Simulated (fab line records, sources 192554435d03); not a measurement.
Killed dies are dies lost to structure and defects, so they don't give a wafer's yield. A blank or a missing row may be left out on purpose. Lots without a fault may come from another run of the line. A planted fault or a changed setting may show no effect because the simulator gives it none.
Split-lot experiment | flow n5_finfet | 7 lots, 21 wafers read, on a route of 1938 steps

THE SPLIT
At N5_BEOL_M0_SAQP_PECVD_04 (deposits a-Si from SiH4/He, target thk 60 nm, time 60.2 s), the setting time_s was moved away from the recipe's 60.2 s on 9 of the 21 wafers read, by -4.8% to +8.6%. The other wafers ran this setting at the recipe's value.

FROM THE SPLIT TO THE READING: what the file shows between them, 5 steps
- N5_BEOL_M0_SAQP_THK_MEAS_05
- N5_BEOL_M0_SAQP_HM_DEP_111: deposits SiO2 from SiH4/N2O, target thk 12 nm, time 7.2 s
- N5_BEOL_M0_SAQP_COAT_81: time 60 s, resist thk 100 nm
- N5_BEOL_M0_SAQP_HM_OPEN_112: chemistry CHF3/O2, target SiO2, stops on a-Si, target depth 12 nm, time 13.5 s
- N5_BEOL_M0_SAQP_STRIP_113: strips in CHF3/O2

THE READING
etch.depth_nm (the simulator's own value, which no gauge read), in nm, at N5_BEOL_M0_SAQP_MANDREL_ETCH_20 (etches a-Si in HBr/Cl2, stops on SiNx, target depth 60 nm, bt time 10 s, time 30 s). The file gives no usual value for it. The 12 wafers here that ran the recipe average 60.65 nm, standard deviation 1 nm.

wafer  | tool, chamber at the split | time_s as run, s | against the recipe | etch.depth_nm, nm | against lot-mates on the recipe
L078.2 | pecvd-01, 1                | 60.2             | recipe             | 62.12             | -
L078.5 | pecvd-01, 1                | 60.2             | recipe             | 62.41             | -
L078.6 | pecvd-01, 0                | 60.2             | recipe             | 61.17             | -
L080.2 | pecvd-04, 0                | 60.2             | recipe             | 60.22             | -
L080.4 | pecvd-04, 2,0              | 63.09            | +4.8%              | 63.67             | +3.45
L080.5 | pecvd-04, 2,0              | 63.09            | +4.8%              | 63.87             | +3.65
L081.1 | pecvd-01, 1                | 60.2             | recipe             | 60.79             | -
L081.3 | pecvd-01, 2                | 57.32            | -4.8%              | 57.39             | -3.40
L081.4 | pecvd-01, 0                | 57.32            | -4.8%              | 57.97             | -2.82
L082.1 | pecvd-02, 1,0              | 60.2             | recipe             | 59.51             | -
L082.3 | pecvd-02, 1,0              | 60.2             | recipe             | 59.65             | -
L082.4 | pecvd-02, 1                | 64.85            | +7.7%              | 64.95             | +5.37
L084.1 | pecvd-02, 0                | 60.2             | recipe             | 58.87             | -
L084.2 | pecvd-02, 1                | 65.32            | +8.5%              | 64.59             | +5.72
L084.5 | pecvd-02, 1                | 65.32            | +8.5%              | 65.34             | +6.47
L093.3 | pecvd-02, 1                | 65.36            | +8.6%              | 65.73             | +4.89
L093.4 | pecvd-02, 2                | 60.2             | recipe             | 60.84             | -
L093.5 | pecvd-02, 1                | 65.36            | +8.6%              | 65.82             | +4.98
L094.2 | pecvd-01, 0                | 60.2             | recipe             | 60.05             | -
L094.3 | pecvd-01, 1                | 60.2             | recipe             | 60.53             | -
L094.4 | pecvd-01, 2                | 60.2             | recipe             | 61.59             | -
Where a row lists several chambers, the file gives one row for several wafers and doesn't say which wafer went through which chamber.

THE FIT
A straight line over all 21 wafers: etch.depth_nm changes by +0.573 nm for each +1% of time_s; r = +0.95; the points scatter about the line by 0.86 nm.
The same after taking each lot's own level away (the mean of its wafers on the recipe; 21 wafers): +0.66 nm for each +1%; r = +0.99; scatter 0.48 nm.
On that fit, the largest move of time_s shifts the reading by 5.7 nm.
The lots' own levels span 58.870 to 61.900 nm, that is 3.0 times the standard deviation above.
So the lot-to-lot level changes the slope: the two fits differ.
Check: with one of the wafers moved furthest among these (+8.6%) left out of the fit, the line predicts +5.85 nm for it against its lot-mates. It came out at +4.89 nm against them.

THE WHOLE CHAIN: every reading that the file lists as answering this split, in the file's order
step                            | what it does                                                                       | reading                                                                               | change (the file's fit)               | r (the file's)
N5_BEOL_M0_SAQP_PECVD_04        | deposits a-Si from SiH4/He, target thk 60 nm, time 60.2 s                          | a-Si_of_BEOL_M0_SAQP_PECVD_04.thk_nm (the simulator's own value, which no gauge read) | +0.674 nm for each +1% of the setting | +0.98
N5_BEOL_M0_SAQP_THK_MEAS_05     |                                                                                    | thk_nm                                                                                | withheld for each +1% of the setting  | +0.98
N5_BEOL_M0_SAQP_MANDREL_ETCH_20 | etches a-Si in HBr/Cl2, stops on SiNx, target depth 60 nm, bt time 10 s, time 30 s | etch.depth_nm (the simulator's own value, which no gauge read)                        | +0.666 nm for each +1% of the setting | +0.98

THE FILE'S OWN FIT
etch.depth_nm changes by +0.666 nm for each +1% of time_s, r = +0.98.
